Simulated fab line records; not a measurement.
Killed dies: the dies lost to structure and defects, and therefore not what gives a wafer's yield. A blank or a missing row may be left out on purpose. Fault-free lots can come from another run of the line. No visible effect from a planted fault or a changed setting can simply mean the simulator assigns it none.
Matching of chambers -- flow n5Finfet -- 4 sister chambers for N5_BEOL_M0_ETCH_128 on rieDiel-04
The step etches SiCN in CF4/N2, target depth 12 nm, overetch 5.1 nm, time 21.4 s. 16 wafers are shown with their chamber, then 8 later ones without.

WAFERS PAIRED WITH THEIR CHAMBERS
wafer,chamber,throttleValvePct (%),oesProductAu (a.u.),showerheadPlenumPTorr (Torr)
L074.1,2,15.78,0.49,2.09
L074.2,1,15.39,0.49,2.19
L074.3,3,15.21,0.53,2.11
L075.1,2,15.79,0.49,2.09
L075.2,0,15.84,0.49,2.19
L075.4,3,15.24,0.54,2.11
L080.2,1,15.43,0.48,2.18
L080.5,0,15.88,0.48,2.18
L080.6,3,15.23,0.52,2.11
L082.2,1,15.45,0.49,2.18
L082.5,3,15.27,0.51,2.11
L082.6,0,15.88,0.49,2.18
L083.1,0,15.88,0.48,2.18
L083.3,3,15.27,0.51,2.11
L083.5,2,15.29,0.67,2.35
L086.2,2,15.32,0.64,2.35

SIGNATURES (means of the wafers above)
reading,chamber 0,chamber 1,chamber 2,chamber 3,scatter within a chamber
throttleValvePct,15.8700,15.4233,15.5450,15.2440,0.14
oesProductAu,0.4850,0.4867,0.5725,0.5220,0.0488
showerheadPlenumPTorr,2.1825,2.1833,2.2200,2.1100,0.0751
Rule: a wafer lies at a distance from a chamber equal to the root of the sum of squares, over the readings, of (its reading less the chamber's mean, divided by the reading's scatter). If the next closest chamber is less than 2 further off than the closest, the wafer can't be placed; otherwise it belongs to the closest. How the scatter is found: for the shown wafers, subtract from each reading the mean of its chamber, square and add these, divide the total by (wafers less chambers), then take the root.

WAFERS MISSING THEIR CHAMBER
wafer,throttleValvePct (%),oesProductAu (a.u.),showerheadPlenumPTorr (Torr)
L086.5,15.46,0.48,2.18
L086.6,15.31,0.64,2.35
L089.1,15.45,0.47,2.18
L089.3,15.29,0.51,2.10
L089.6,15.47,0.47,2.18
L097.3,15.32,0.49,2.10
L097.4,15.44,0.64,2.17
L097.5,15.47,0.48,2.17

THE CHAMBER EACH PASSED THROUGH
wafer,from the rows above,in truth
L086.5,can't be placed: 1 or 3 or 2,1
L086.6,can't be placed: 2 or 1 or 3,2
L089.1,can't be placed: 1 or 3 or 2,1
L089.3,can't be placed: 3 or 1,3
L089.6,can't be placed: 1 or 3 or 2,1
L097.3,can't be placed: 3 or 1 or 2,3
L097.4,can't be placed: 2 or 3 or 1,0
L097.5,can't be placed: 1 or 3 or 2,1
Placed correctly: 0 of 8. Can't be placed from these rows: 8 (the true chamber is among the candidates in 7). Placed wrongly: 0.
